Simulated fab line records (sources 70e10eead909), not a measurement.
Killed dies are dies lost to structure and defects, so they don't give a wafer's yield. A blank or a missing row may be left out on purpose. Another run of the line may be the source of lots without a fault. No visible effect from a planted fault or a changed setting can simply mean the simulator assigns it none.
Which tool did it?	flow nand_harc	24 lots with 72 wafers sampled at 4 steps, on a route of 1159 steps

WHAT THE GAUGES SHOWED, per wafer
NHARC_A_WL_FILL_INSPECT_15.
lot	measured	on	raw_defect_count
L074	day 15 23:01	defect_inspect-01	321 262 258
L075	day 16 09:35	defect_inspect-02	379 379 411
L076	day 16 09:47	defect_inspect-01	291 290 255
L077	day 16 17:11	defect_inspect-02	274 486 422
L078	day 16 17:16	defect_inspect-01	338 249 304
L079	day 17 13:22	defect_inspect-01	655 518 407
L080	day 17 20:25	defect_inspect-01	319 319 378
L081	day 18 03:38	defect_inspect-01	295 305 211
L082	day 18 05:59	defect_inspect-02	355 393 700
L083	day 18 10:43	defect_inspect-01	447 374 392
L085	day 18 22:43	defect_inspect-01	587 402 808
L086	day 19 03:32	defect_inspect-01	261 262 260
L087	day 19 05:17	defect_inspect-02	418 549 448
L089	day 19 11:08	defect_inspect-01	374 408 325
L084	day 19 11:13	defect_inspect-02	299 266 414
L088	day 19 19:57	defect_inspect-02	411 501 317
L090	day 20 00:12	defect_inspect-02	482 475 430
L091	day 20 12:22	defect_inspect-02	297 414 375
L093	day 20 12:23	defect_inspect-01	348 365 265
L094	day 20 16:43	defect_inspect-01	426 488 621
L092	day 20 23:49	defect_inspect-02	437 382 454
L097	day 21 20:56	defect_inspect-02	369 293 251
L095	day 21 22:35	defect_inspect-01	201 297 340
L096	day 22 01:13	defect_inspect-01	300 326 651

NHARC_A_CONTACT_CD_MEAS_42: target cd 200 nm.
lot	measured	on	cd_nm (nm)
L074	day 16 02:55	cd_sem-03	200.6 200.3 200.6
L075	day 16 14:47	cd_sem-03	200.3 200.2 200.0
L076	day 16 15:15	cd_sem-02	200.2 200.6 200.1
L077	day 16 21:40	cd_sem-03	200.2 199.4 199.5
L078	day 16 21:30	cd_sem-02	199.3 200.0 199.4
L079	day 17 16:53	cd_sem-01	200.4 200.8 200.7
L080	day 18 01:59	cd_sem-03	199.6 200.6 199.9
L081	day 18 09:51	cd_sem-03	199.9 199.7 199.9
L082	day 18 11:54	cd_sem-02	199.8 200.0 200.3
L083	day 18 14:22	cd_sem-03	199.4 200.3 200.1
L085	day 19 03:30	cd_sem-02	199.7 200.2 200.3
L086	day 19 07:40	cd_sem-03	200.5 200.6 199.7
L087	day 19 09:07	cd_sem-03	199.9 199.7 200.0
L089	day 19 14:46	cd_sem-02	199.5 200.1 200.3
L084	day 19 15:10	cd_sem-01	199.9 199.6 200.8
L088	day 20 00:05	cd_sem-01	199.9 198.9 199.5
L090	day 20 04:45	cd_sem-03	199.5 200.4 200.1
L091	day 20 17:01	cd_sem-01	200.4 200.5 200.8
L093	day 20 18:32	cd_sem-02	200.6 200.5 200.0
L094	day 20 21:53	cd_sem-03	200.3 199.9 200.4
L092	day 21 05:35	cd_sem-03	199.8 199.6 199.0
L097	day 22 00:36	cd_sem-02	200.2 199.5 200.3
L095	day 22 02:47	cd_sem-01	200.2 199.8 199.8
L096	day 22 04:49	cd_sem-02	200.3 199.5 200.5

NHARC_A_CONTACT_INSPECT_44.
lot	measured	on	raw_defect_count
L074	day 16 03:02	defect_inspect-02	12 18 22
L075	day 16 14:55	defect_inspect-02	27 20 22
L076	day 16 15:23	defect_inspect-01	20 21 17
L077	day 16 21:47	defect_inspect-01	18 24 9
L078	day 16 21:38	defect_inspect-01	27 14 21
L079	day 17 17:00	defect_inspect-01	38 36 32
L080	day 18 02:06	defect_inspect-01	35 47 28
L081	day 18 09:58	defect_inspect-02	14 13 10
L082	day 18 12:01	defect_inspect-02	54 54 43
L083	day 18 14:29	defect_inspect-01	17 18 10
L085	day 19 03:38	defect_inspect-02	30 26 31
L086	day 19 07:47	defect_inspect-02	23 23 27
L087	day 19 09:14	defect_inspect-02	58 41 33
L089	day 19 14:53	defect_inspect-01	48 44 43
L084	day 19 15:18	defect_inspect-02	29 29 32
L088	day 20 00:13	defect_inspect-01	8 11 9
L090	day 20 04:53	defect_inspect-02	33 28 29
L091	day 20 17:08	defect_inspect-02	34 31 33
L093	day 20 18:40	defect_inspect-01	33 39 37
L094	day 20 22:01	defect_inspect-01	35 32 26
L092	day 21 05:44	defect_inspect-02	64 57 59
L097	day 22 00:43	defect_inspect-02	33 44 43
L095	day 22 02:54	defect_inspect-02	12 18 14
L096	day 22 04:56	defect_inspect-01	44 38 44

EACH LOT AND THE TOOL THAT RAN IT (in order: tool; ch and the chambers of the sampled wafers; start)
lot	NHARC_A_CONTACT_DEP_29
L074	pecvd-04 ch 0,1,2, day 16 02:20
L075	pecvd-02 ch 1,2, day 16 14:04
L076	pecvd-04 ch 0,1,2, day 16 14:31
L077	pecvd-02 ch 0,2, day 16 20:57
L078	pecvd-02 ch 0,1,2, day 16 20:48
L079	pecvd-01 ch 0,1,2, day 17 16:17
L080	pecvd-02 ch 0,1,2, day 18 01:17
L081	pecvd-02 ch 0,1,2, day 18 09:13
L082	pecvd-02 ch 1,2, day 18 11:18
L083	pecvd-02 ch 1,2, day 18 13:39
L085	pecvd-04 ch 0,1,2, day 19 02:55
L086	pecvd-04 ch 0,1,2, day 19 06:56
L087	pecvd-01 ch 0,1, day 19 08:23
L089	pecvd-01 ch 0,1,2, day 19 14:04
L084	pecvd-02 ch 0,1,2, day 19 14:26
L088	pecvd-04 ch 0,1,2, day 19 23:22
L090	pecvd-04 ch 0,1,2, day 20 04:02
L091	pecvd-02 ch 0,1,2, day 20 16:22
L093	pecvd-02 ch 0,1,2, day 20 17:49
L094	pecvd-01 ch 0,2, day 20 21:11
L092	pecvd-01 ch 0,2, day 21 04:51
L097	pecvd-01 ch 0,1, day 21 23:50
L095	pecvd-02 ch 0,1,2, day 22 02:05
L096	pecvd-01 ch 1,2, day 22 04:08
- NHARC_A_CONTACT_DEP_29: deposits SiON, target thk 70 nm.

WHAT THE TOOLS THEMSELVES READ (means of the sampled wafers that have a number; where no wafer has one, the mark that the record gives instead)
NHARC_A_CONTACT_DEP_29.
lot	tool	heater_power_w (W)	rf_fwd_power_W (W)
L074	pecvd-04	792	348.0
L075	pecvd-02	789	347.6
L076	pecvd-04	780	349.8
L077	pecvd-02	799	346.7
L078	pecvd-02	795	348.5
L079	pecvd-01	763	347.4
L080	pecvd-02	753	348.6
L081	pecvd-02	791	349.0
L082	pecvd-02	746	347.5
L083	pecvd-02	753	348.0
L085	pecvd-04	794	348.0
L086	pecvd-04	821	349.6
L087	pecvd-01	745	347.8
L089	pecvd-01	716	349.0
L084	pecvd-02	804	347.9
L088	pecvd-04	826	348.9
L090	pecvd-04	804	348.9
L091	pecvd-02	758	348.5
L093	pecvd-02	807	347.4
L094	pecvd-01	789	347.7
L092	pecvd-01	794	348.1
L097	pecvd-01	715	348.2
L095	pecvd-02	846	348.1
L096	pecvd-01	745	348.9

THE ANSWER, worked out from the rows above alone
Rule: the usual values come from the lots themselves. Put in order of their means at a reading, lots are off if they are a third of the lots or fewer, leave a main group of 4 or more, and stand apart from it by a gap of 3 or more times the standard deviation of the main group's means; of several such gaps the widest counts. A main group is skipped when, at the precision printed for the reading in the tables above, its means are all equal. Also off: a lot with no number at a reading for which 4 or more lots have one. All remaining lots with rows at the step are treated as sound. First the gauges in route order, then the tools' own readings, where a lot's mean is used as printed above. The first step at which some lot is off is used, and at that step the reading that is off furthest; a lot without a number counts as furthest.
No lot is off at any reading shown: from this, nothing can be told.

WHAT HAD BEEN PUT IN BY THE SIMULATOR
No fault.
